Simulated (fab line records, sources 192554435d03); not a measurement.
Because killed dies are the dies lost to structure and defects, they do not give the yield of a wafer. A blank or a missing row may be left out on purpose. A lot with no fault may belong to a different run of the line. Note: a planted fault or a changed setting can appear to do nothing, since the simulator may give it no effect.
Chamber matching	flow n5_finfet	rie_diel-06 running N5_BEOL_M0_CUTY_DESCUM_61: 4 sister chambers
The step chemistry O2, time 7.9 s. 16 wafers are shown with their chamber, then 8 later ones without.

== WAFERS WITH THEIR CHAMBER ==
wafer	chamber	drypump_motor_current_A (A)	throttle_valve_pct (%)	oes_product_au (a.u.)
L080.2	3	5.7	20.55	0.70
L080.3	1	5.6	21.03	0.69
L080.5	0	4.8	20.24	0.88
L081.2	1	5.6	21.03	0.68
L081.5	0	4.8	20.26	0.88
L081.6	1	5.5	21.05	0.69
L083.4	1	5.5	21.03	0.69
L083.5	2	6.4	20.39	0.93
L083.6	0	4.8	20.25	0.87
L089.3	2	6.4	20.42	0.91
L089.4	2	6.4	20.42	0.90
L089.5	0	4.8	20.28	0.85
L090.3	3	5.7	20.14	0.96
L090.4	3	5.7	20.15	0.96
L090.6	2	6.4	20.40	0.89
L092.1	2	6.4	20.44	0.89

SIGNATURES (averages over the wafers above)
reading	chamber 0	chamber 1	chamber 2	chamber 3	scatter within a chamber
drypump_motor_current_A	4.800	5.550	6.400	5.700	0.0289
throttle_valve_pct	20.2575	21.0350	20.4140	20.2800	0.0967
oes_product_au	0.8700	0.6875	0.9040	0.8733	0.0625
Rule: for a wafer and a chamber, the distance is found by dividing, reading by reading, the gap between the wafer's reading and the chamber's mean by the reading's scatter, squaring, summing and taking the root. The wafer belongs to the nearest chamber; if the next one is less than 2 further off, it can't be placed. The scatter: take each reading less its chamber's mean, square it, sum over the shown wafers, divide by the number of wafers less the number of chambers, and take the root.

== WAFERS WHOSE CHAMBER IS MISSING ==
wafer	drypump_motor_current_A (A)	throttle_valve_pct (%)	oes_product_au (a.u.)
L092.4	6.4	20.43	0.89
L092.6	5.7	20.17	0.95
L093.1	5.7	20.16	0.94
L093.2	6.4	20.42	0.88
L093.6	4.8	20.29	0.85
L096.1	4.8	20.30	0.83
L096.2	6.4	20.44	0.87
L096.5	4.8	20.31	0.83

== WHICH CHAMBER EACH WENT THROUGH ==
wafer	from the rows above	in truth
L092.4	2	2
L092.6	3	3
L093.1	3	3
L093.2	2	2
L093.6	0	0
L096.1	0	0
L096.2	2	2
L096.5	0	0
Correct placement for 8 of the 8. Can't be placed from these rows: 0. Wrongly placed: 0.
